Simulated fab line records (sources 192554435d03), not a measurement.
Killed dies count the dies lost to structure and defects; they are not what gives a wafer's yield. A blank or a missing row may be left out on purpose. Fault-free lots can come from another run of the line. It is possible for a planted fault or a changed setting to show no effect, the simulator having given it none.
Chamber matching | flow n5-finfet | N5_BEOL_M5_ALD_86 on ald-metal-04 has 4 sister chambers
The step deposits TaN, pulse time 2 s, purge time 3 s, co reactant purge time 2 s. 20 wafers are shown with their chamber, then 10 later ones without.

## WAFERS PAIRED WITH THEIR CHAMBERS
wafer  | chamber | heater-power-w (W) | mfc-carrier-sccm (sccm) | precursor-vessel-carrier-sccm (sccm)
L077.3 | 1       | 394                | 1506                    | 1002.3
L077.4 | 0       | 441                | 1496                    | 1000.7
L077.6 | 0       | 449                | 1499                    | 995.6
L079.3 | 0       | 442                | 1495                    | 999.6
L079.4 | 1       | 389                | 1495                    | 996.4
L079.6 | 0       | 446                | 1501                    | 1004.3
L082.1 | 0       | 467                | 1496                    | 1002.3
L082.4 | 3       | 442                | 1502                    | 1000.2
L082.5 | 3       | 440                | 1499                    | 994.7
L085.2 | 3       | 431                | 1492                    | 1001.9
L085.4 | 1       | 389                | 1499                    | 997.7
L085.6 | 3       | 430                | 1499                    | 998.4
L086.1 | 3       | 444                | 1494                    | 1002.7
L086.2 | 0       | 451                | 1497                    | 1004.7
L086.4 | 2       | 506                | 1502                    | 1007.4
L088.2 | 0       | 451                | 1496                    | 1001.7
L088.5 | 2       | 508                | 1508                    | 997.9
L088.6 | 3       | 437                | 1494                    | 1000.7
L087.1 | 3       | 433                | 1498                    | 998.5
L087.2 | 2       | 505                | 1502                    | 1003.4

SIGNATURES (means of the wafers above)
reading                       | chamber 0 | chamber 1 | chamber 2 | chamber 3 | scatter within a chamber
heater-power-w                | 449.57    | 390.67    | 506.33    | 436.71    | 6.41
mfc-carrier-sccm              | 1497.14   | 1500.00   | 1504.00   | 1496.86   | 3.44
precursor-vessel-carrier-sccm | 1001.271  | 998.800   | 1002.900  | 999.586   | 3.21
Rule: for a wafer and a chamber, the distance is found by dividing, reading by reading, the gap between the wafer's reading and the chamber's mean by the reading's scatter, squaring, summing and taking the root. If the next closest chamber is less than 2 further off than the closest, the wafer can't be placed; otherwise it belongs to the closest. The scatter is the square root of a quotient: the sum, over the shown wafers, of each reading's squared deviation from its chamber's mean, divided by wafers minus chambers.

## WAFERS WITH NO CHAMBER GIVEN
wafer  | heater-power-w (W) | mfc-carrier-sccm (sccm) | precursor-vessel-carrier-sccm (sccm)
L087.6 | 505                | 1494                    | 1005.6
L090.2 | 428                | 1500                    | 1003.3
L090.3 | 381                | 1496                    | 999.4
L090.4 | 453                | 1493                    | 997.9
L096.1 | 494                | 1504                    | 998.1
L096.2 | 434                | 1493                    | 996.8
L096.4 | 447                | 1495                    | 998.5
L097.4 | 388                | 1499                    | 999.3
L097.5 | 445                | 1501                    | 998.5
L097.6 | 389                | 1503                    | 995.1

## CHAMBER TAKEN BY EACH
wafer  | from the rows above     | in truth
L087.6 | 2                       | 2
L090.2 | can't be placed: 3 or 0 | 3
L090.3 | 1                       | 1
L090.4 | can't be placed: 0 or 3 | 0
L096.1 | 2                       | 2
L096.2 | can't be placed: 3 or 0 | 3
L096.4 | can't be placed: 0 or 3 | 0
L097.4 | 1                       | 1
L097.5 | can't be placed: 0 or 3 | 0
L097.6 | 1                       | 1
Correctly placed: 5 of 10. Unplaceable from these rows: 5, with the true chamber sitting among the candidates in 5. 0 placed wrongly.
